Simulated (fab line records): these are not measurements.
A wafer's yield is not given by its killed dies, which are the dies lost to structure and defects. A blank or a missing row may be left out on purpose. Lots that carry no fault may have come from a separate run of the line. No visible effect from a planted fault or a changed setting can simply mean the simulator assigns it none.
2 desks looking at one fault | flow nandHarc | each desk has only its own numbers; what lay behind them comes last

== FROM THE METROLOGY DESK ==
Lot by lot, what the gauges showed, no matter which tool ran the lot: averages of those sampled wafers that carry a number. If a lot's mean is further than 4 standard deviations from the usual mean, the lot is out of limits and carries the mark OUT (the distance appears in the brackets).
Columns: A = cdNm at NHARC_P_ZERO_WELL_CD_MEAS_11, usual 499.4 nm; B = cdNm at NHARC_P_ZERO_WELL_CD_MEAS_24, usual 719.8 nm; C = cdNm at NHARC_P_ZERO_WELL_CD_MEAS_52, usual 1999.7 nm; D = trenchDepthNm at NHARC_P_STI_OCD_MEAS_43, usual 301 nm; E = trenchFootCdNm at NHARC_P_STI_OCD_MEAS_43, usual 157.9 nm
lot  | first seen here | A     | B                | C      | D   | E
L338 | day 2 07:14     | 497.7 | 719.4            | 2001.1 | 302 | 156.8
L340 | day 3 03:14     | 500.2 | 719.1            | 1998.7 | 300 | 158.7
L342 | day 3 23:15     | 497.0 | 720.7            | 1998.5 | 298 | 156.8
L343 | day 4 09:14     | 501.5 | 721.9            | 1998.9 | 300 | 159.1
L344 | day 4 19:11     | 498.3 | 716.9            | 1999.2 | 300 | 160.2
L347 | day 6 01:14     | 499.3 | 728.1 (+5.6) OUT | 2001.4 | 304 | 160.4
L349 | day 6 21:23     | 498.9 | 729.3 (+6.3) OUT | 2001.6 | 301 | 155.4
L350 | day 7 07:10     | 500.2 | 729.1 (+6.2) OUT | 2000.5 | 299 | 160.0
L351 | day 7 17:15     | 498.0 | 721.7            | 1999.5 | 301 | 160.0
L352 | day 8 03:14     | 499.9 | 731.1 (+7.5) OUT | 2001.4 | 303 | 158.8
L353 | day 8 13:14     | 501.2 | 719.0            | 1998.2 | 301 | 159.0
L357 | day 10 05:14    | 500.6 | 719.4            | 1997.7 | 298 | 160.1
L360 | day 11 11:14    | 500.3 | 719.9            | 1999.9 | 300 | 158.8
This desk's finding: out of limits on L347, L349, L350, L352; first on L347, day 6 02:41 (cdNm at NHARC_P_ZERO_WELL_CD_MEAS_24). L338, L340, L342, L343, L344, L351, L353, L357, L360: within limits.

== DESK OF THE TOOL OWNER: krfScanner-04 ==
The tool's own readings at NHARC_P_ZERO_WELL_EXPOSE_21 (exposes mask P NWELL, target cd 720 nm): means of the sampled wafers that have a number, for each lot that ran on this tool. If a lot's mean is further than 4 standard deviations from the usual mean, the lot is out of limits and carries the mark OUT (the distance appears in the brackets).
Columns: A = exposureDoseMJCm2 at NHARC_P_ZERO_WELL_EXPOSE_21, usual 22.308
lot  | first seen here | A
L338 | day 2 08:28     | 22.298
L340 | day 3 04:25     | 22.281
L343 | day 4 10:30     | 22.318
L347 | day 6 02:31     | 23.587 (+53) OUT
L349 | day 6 22:35     | 23.588 (+53) OUT
L350 | day 7 08:15     | 23.565 (+52) OUT
L352 | day 8 04:26     | 23.588 (+53) OUT
This desk's finding: out of limits on L347, L349, L350, L352; first on L347, day 6 02:31 (exposureDoseMJCm2 at NHARC_P_ZERO_WELL_EXPOSE_21). L338, L340, L343: within limits.

== BROUGHT TOGETHER ==
The tool owner's desk could have raised an alarm at day 6 02:31, on L347, L349, L350, L352.
The metrology desk could have raised an alarm at day 6 02:41, on L347, L349, L350, L352.
Every lot named ran NHARC_P_ZERO_WELL_EXPOSE_21 on krfScanner-04.

== WHAT HAD BEEN PUT IN BY THE SIMULATOR ==
Process parameter drift: krfScanner-04, from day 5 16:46 on, at NHARC_P_ZERO_WELL_EXPOSE_21. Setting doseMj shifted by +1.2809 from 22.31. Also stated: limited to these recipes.
Struck lots among those shown: L347, L349, L350, L352.
Time in hours from fault onset to the first out-of-limits reading at each desk: tool owner's desk 10, metrology desk 10.
